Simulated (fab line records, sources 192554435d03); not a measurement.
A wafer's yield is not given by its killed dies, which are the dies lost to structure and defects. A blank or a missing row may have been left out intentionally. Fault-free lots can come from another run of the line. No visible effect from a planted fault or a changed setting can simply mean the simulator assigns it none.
Matching of chambers :: flow n5_finfet :: N5_DUMMY_GATE_CMP_04 on cmp-04: 4 sister chambers
The step polishes a-Si. 4 wafers are shown with their chamber, then 11 later ones without.

## WAFERS, EACH WITH ITS CHAMBER
wafer: L085.5
chamber: 3
motor_current_A (A): 10.0

wafer: L089.6
chamber: 0
motor_current_A (A): 10.3

wafer: L090.5
chamber: 1
motor_current_A (A): 11.0

wafer: L091.2
chamber: 2
motor_current_A (A): 11.2

## WAFERS MISSING THEIR CHAMBER
wafer: L091.3
motor_current_A (A): 11.0

wafer: L091.6
motor_current_A (A): 9.4

wafer: L093.3
motor_current_A (A): 10.3

wafer: L093.5
motor_current_A (A): 11.2

wafer: L093.6
motor_current_A (A): 10.7

wafer: L095.2
motor_current_A (A): 11.0

wafer: L095.3
motor_current_A (A): 9.9

wafer: L095.5
motor_current_A (A): 11.1

wafer: L097.1
motor_current_A (A): 10.6

wafer: L097.4
motor_current_A (A): 10.3

wafer: L097.6
motor_current_A (A): 10.3

## EACH ONE'S CHAMBER
wafer: L091.3
from the rows above: can't be placed: 1 or 2
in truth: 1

wafer: L091.6
from the rows above: can't be placed: 3 or 0
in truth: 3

wafer: L093.3
from the rows above: can't be placed: 0 or 3
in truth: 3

wafer: L093.5
from the rows above: can't be placed: 2 or 1
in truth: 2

wafer: L093.6
from the rows above: can't be placed: 1 or 0 or 2 or 3
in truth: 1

wafer: L095.2
from the rows above: can't be placed: 1 or 2
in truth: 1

wafer: L095.3
from the rows above: can't be placed: 3 or 0
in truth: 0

wafer: L095.5
from the rows above: can't be placed: 1 or 2
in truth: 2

wafer: L097.1
from the rows above: can't be placed: 0 or 1 or 2 or 3
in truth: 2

wafer: L097.4
from the rows above: can't be placed: 0 or 3
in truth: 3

wafer: L097.6
from the rows above: can't be placed: 0 or 3
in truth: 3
Placed correctly: 0 of 11. Can't be placed from these rows: 11 (the true chamber is among the candidates in 11). Wrongly placed: 0.
How it was worked out, from the rows above alone: a wafer's distance from a chamber is the root of the sum, over the readings, of the square of ((its reading less the chamber's mean) divided by the reading's scatter). The wafer belongs to the nearest chamber; if the next one is less than 2 further off, it can't be placed. The mean given for a chamber averages the wafers shown for that chamber. The scatter (one wafer shown for each chamber): square how far every hidden wafer sits from the nearest shown wafer, average those squares and take the square root.
